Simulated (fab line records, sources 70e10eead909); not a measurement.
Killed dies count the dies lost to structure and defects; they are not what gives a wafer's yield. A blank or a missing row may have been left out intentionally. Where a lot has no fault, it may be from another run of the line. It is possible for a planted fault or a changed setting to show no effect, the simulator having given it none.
The same fault as seen by 2 desks + flow nand-harc + every desk sees just its own numbers, and what lay behind them comes last

== THE DEFECT DESK ==
For each lot, the counts of the inspections along the route, averaged over the sampled wafers that have a number. A lot is out of limits, marked OUT, if its mean lies more than 4 standard deviations from the usual mean; the brackets give that distance.
Columns: A = raw-defect-count at NHARC_A_START_INSPECT_01, usual 3.3; B = raw-defect-count at NHARC_A_ZERO_WELL_INSPECT_17, usual 10
| lot  | first seen here | A   | B  |
|------|-----------------|-----|----|
| L917 | day 6 08:48     | 2.3 | 5  |
| L918 | day 7 05:52     | 4.7 | 11 |
| L919 | day 7 06:50     | 3.3 | 16 |
| L920 | day 7 07:17     | 4.3 | 16 |
| L922 | day 7 18:05     | 3.0 | 6  |
| L921 | day 7 18:52     | 1.3 | 10 |
| L926 | day 8 21:40     | 2.0 | 6  |
| L931 | day 10 08:49    | 4.0 | 7  |
| L933 | day 10 18:29    | 3.0 | 21 |
| L935 | day 10 23:38    | 3.3 | 10 |
| L936 | day 11 03:02    | 4.3 | 6  |
| L937 | day 11 12:55    | 4.7 | 4  |
| L938 | day 11 13:10    | 4.3 | 9  |
This desk's verdict: no lot among the 13 shows anything out of limits.

== FROM THE METROLOGY DESK ==
Means of the sampled wafers that have a number, per lot and without regard to the tool the lot ran on: this is what the gauges read. A lot is out of limits, marked OUT, if its mean lies more than 4 standard deviations from the usual mean; the brackets give that distance.
Columns: A = thk-nm at NHARC_A_SOURCE_PLATE_THK_MEAS_09, usual 9.7 nm; B = thk-nm at NHARC_A_ONON_D1_THK_MEAS_05, usual 1002 nm
| lot  | first seen here | A    | B              |
|------|-----------------|------|----------------|
| L917 | day 6 18:37     | 9.9  | 996            |
| L918 | day 7 15:38     | 9.4  | 1003           |
| L919 | day 7 15:38     | 10.6 | 991            |
| L920 | day 7 15:38     | 9.7  | 1005           |
| L921 | day 8 03:50     | 9.5  | 987            |
| L922 | day 8 03:50     | 10.6 | 1018           |
| L926 | day 9 07:23     | 7.7  | 999            |
| L931 | day 10 18:14    | 9.6  | 1177 (+17) OUT |
| L933 | day 11 03:53    | 8.6  | 995            |
| L935 | day 11 11:07    | 9.5  | 1013           |
| L936 | day 11 11:07    | 9.9  | 1014           |
| L937 | day 11 23:23    | 9.6  | 1021           |
| L938 | day 11 23:24    | 10.4 | 994            |
This desk's verdict: out of limits on L931, starting with L931 at day 11 08:50 (thk-nm at NHARC_A_ONON_D1_THK_MEAS_05). Within limits: L917, L918, L919, L920, L921, L922, L926, L933, L935, L936, L937, L938.

== BROUGHT TOGETHER ==
An alarm was possible from the metrology desk at day 11 08:50, on L931.
Nothing the defect desk looked at was out of limits.
The defect desk has L931 on record, within its limits.
Of the lots named, all ran NHARC_A_ONON_D1_DEP_03 on pecvd-onon-02.

== WHAT HAD BEEN PUT IN BY THE SIMULATOR ==
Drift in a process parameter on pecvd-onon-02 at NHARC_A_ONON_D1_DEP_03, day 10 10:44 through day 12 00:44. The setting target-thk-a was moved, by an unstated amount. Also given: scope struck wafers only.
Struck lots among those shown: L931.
Time in hours between the start of the fault and the first out-of-limits reading at each desk: metrology desk, 22.
